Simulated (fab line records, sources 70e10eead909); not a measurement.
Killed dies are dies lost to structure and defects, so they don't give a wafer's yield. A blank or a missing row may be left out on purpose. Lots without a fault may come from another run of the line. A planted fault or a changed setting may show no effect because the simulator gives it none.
Chamber matching | flow nand_harc | NHARC_P_ZERO_WELL_DESCUM_54 on rie_diel-05: 4 sister chambers
The step chemistry O2, time 3 s. 4 wafers are shown with their chamber, then 7 later ones without.

WAFERS WITH THEIR CHAMBER
wafer  | chamber | drypump_motor_current_A (A)
L973.2 | 2       | 6.1
L976.2 | 3       | 5.9
L979.2 | 0       | 6.6
L979.5 | 1       | 6.1

WAFERS WITHOUT THEIR CHAMBER
wafer  | drypump_motor_current_A (A)
L979.6 | 6.1
L986.1 | 6.2
L986.2 | 6.1
L986.5 | 6.6
L991.1 | 6.1
L991.4 | 6.6
L991.6 | 6.1

WHICH CHAMBER EACH WENT THROUGH
wafer  | from the rows above     | in truth
L979.6 | can't be placed: 1 or 2 | 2
L986.1 | can't be placed: 1 or 2 | 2
L986.2 | can't be placed: 1 or 2 | 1
L986.5 | 0                       | 0
L991.1 | can't be placed: 1 or 2 | 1
L991.4 | 0                       | 0
L991.6 | can't be placed: 1 or 2 | 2
Placed correctly: 2 of 7. Can't be placed from these rows: 5 (the true chamber is among the candidates in 5). Placed wrongly: 0.
How it was worked out, from the rows above alone: a wafer's distance from a chamber is the root of the sum, over the readings, of the square of ((its reading less the chamber's mean) divided by the reading's scatter). The wafer belongs to the nearest chamber; if the next one is less than 2 further off, it can't be placed. A chamber's mean is the mean of its shown wafers. The scatter: with one shown wafer a chamber, the root of the mean of the squares of how far each hidden wafer lies from its nearest shown one.
